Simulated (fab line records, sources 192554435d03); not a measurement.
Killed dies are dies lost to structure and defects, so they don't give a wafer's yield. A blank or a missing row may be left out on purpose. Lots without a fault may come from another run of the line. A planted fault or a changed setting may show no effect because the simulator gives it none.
Split-lot experiment | flow n5_finfet | 7 lots, 39 wafers read, on a route of 1938 steps

THE SPLIT
At N5_HKMG_FIN_ETCH_31 (etches SiARC in CF4, target depth 45.5 nm, time 75.8 s), the setting bias_w was moved away from the recipe's 36 W on 9 of the 39 wafers read, by -17.8% to -13.5%. The other wafers ran this setting at the recipe's value.

The reading is taken at the split's own step.

THE READING
rf_vpp_V, in V, at N5_HKMG_FIN_ETCH_31 (etches SiARC in CF4, target depth 45.5 nm, time 75.8 s). Fault-free wafers of this fab line usually give 183.8 V, standard deviation 1.2 V.

wafer  | tool, chamber at the split | bias_w as run, W | against the recipe | rf_vpp_V, V | against lot-mates on the recipe
L076.1 | rie_diel-04, 1             | 36               | recipe             | 183.9       | -
L076.2 | rie_diel-04, 0             | 36               | recipe             | 182.9       | -
L076.3 | rie_diel-04, 3             | 36               | recipe             | 185.1       | -
L076.4 | rie_diel-04, 2             | 36               | recipe             | 184.5       | -
L076.5 | rie_diel-04, 3             | 36               | recipe             | 186.0       | -
L076.6 | rie_diel-04, 2             | 36               | recipe             | 184.1       | -
L079.1 | rie_diel-04, 1             | 36               | recipe             | 182.5       | -
L079.2 | rie_diel-04, 2             | 31.14            | -13.5%             | 167.7       | -15.0
L079.3 | rie_diel-04, 0             | 31.14            | -13.5%             | 165.8       | -16.9
L079.4 | rie_diel-04, 2             | 36               | recipe             | 183.0       | -
L079.5 | rie_diel-04, 0             | 31.14            | -13.5%             | 166.1       | -16.6
L079.6 | rie_diel-04, 1             | 36               | recipe             | 182.5       | -
L081.1 | rie_diel-03, 0             | 36               | recipe             | 183.9       | -
L081.2 | rie_diel-03, 1             | 36               | recipe             | 183.6       | -
L081.3 | rie_diel-03, 2             | 36               | recipe             | 186.2       | -
L081.4 | rie_diel-03, 3             | 36               | recipe             | 184.7       | -
L081.5 | rie_diel-03, 0             | 36               | recipe             | 183.1       | -
L081.6 | rie_diel-03, 1             | 36               | recipe             | 183.3       | -
L086.1 | rie_diel-03, 3             | 36               | recipe             | 183.3       | -
L086.2 | rie_diel-03, 2             | 36               | recipe             | 183.3       | -
L086.3 | rie_diel-03, 1             | 36               | recipe             | 184.9       | -
L086.4 | rie_diel-03, 0             | 36               | recipe             | 183.5       | -
L086.5 | rie_diel-03, 0             | 36               | recipe             | 183.6       | -
L086.6 | rie_diel-03, 3             | 36               | recipe             | 183.6       | -
L088.3 | rie_diel-03, 0             | 36               | recipe             | 183.8       | -
L088.4 | rie_diel-03, 1             | 36               | recipe             | 183.8       | -
L088.6 | rie_diel-03, 0             | 36               | recipe             | 181.9       | -
L091.1 | rie_diel-02, 2             | 36               | recipe             | 184.0       | -
L091.2 | rie_diel-02, 1             | 29.61            | -17.8%             | 161.3       | -22.9
L091.3 | rie_diel-02, 3             | 29.61            | -17.8%             | 164.2       | -20.0
L091.4 | rie_diel-02, 0             | 29.61            | -17.8%             | 160.4       | -23.8
L091.5 | rie_diel-02, 3             | 36               | recipe             | 185.1       | -
L091.6 | rie_diel-02, 0             | 36               | recipe             | 183.4       | -
L096.1 | rie_diel-03, 3             | 36               | recipe             | 183.1       | -
L096.2 | rie_diel-03, 0             | 29.7             | -17.5%             | 160.8       | -22.8
L096.3 | rie_diel-03, 2             | 29.7             | -17.5%             | 162.3       | -21.3
L096.4 | rie_diel-03, 1             | 36               | recipe             | 185.6       | -
L096.5 | rie_diel-03, 2             | 29.7             | -17.5%             | 162.4       | -21.2
L096.6 | rie_diel-03, 3             | 36               | recipe             | 182.0       | -

THE FIT
A straight line over all 39 wafers: rf_vpp_V changes by +1.25 V for each +1% of bias_w; r = +0.99; the points scatter about the line by 1.1 V.
The same after taking each lot's own level away (the mean of its wafers on the recipe; 39 wafers): +1.24 V for each +1%; r = +0.99; scatter 1 V.
On that fit, the largest move of bias_w shifts the reading by 22 V.
The lots' own levels span 182.67 to 184.42 V, that is 1.5 times the standard deviation above.
So the lot-to-lot level changes the slope little: the two slopes agree.
Check: with one of the wafers moved furthest among these (-17.8%) left out of the fit, the line predicts -21.8 V for it against its lot-mates. It came out at -22.9 V against them.
Tool readings at the split's step, against how far the setting was moved: rf_vpp_V r = +0.99.

OTHER SPLITS ON THESE WAFERS
These wafers also went through other splits before the reading. Each is held against what the fit with the lots' levels taken away leaves over:
other split on the same wafers     | wafers away from the commonest value | r with rf_vpp_V (lot level and that fit taken away)
N5_FIN_SAQP_HM_DEP_72 target_thk_a | 15                                   | -0.13
N5_SD_EPI_N_EPI_21 pressure_torr   | 24                                   | +0.10
N5_HKMG_FIN_EXPOSE_09 dose_mj      | 15                                   | +0.07

THE FILE'S OWN FIT
rf_vpp_V changes by +1.23 V for each +1% of bias_w, r = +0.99.
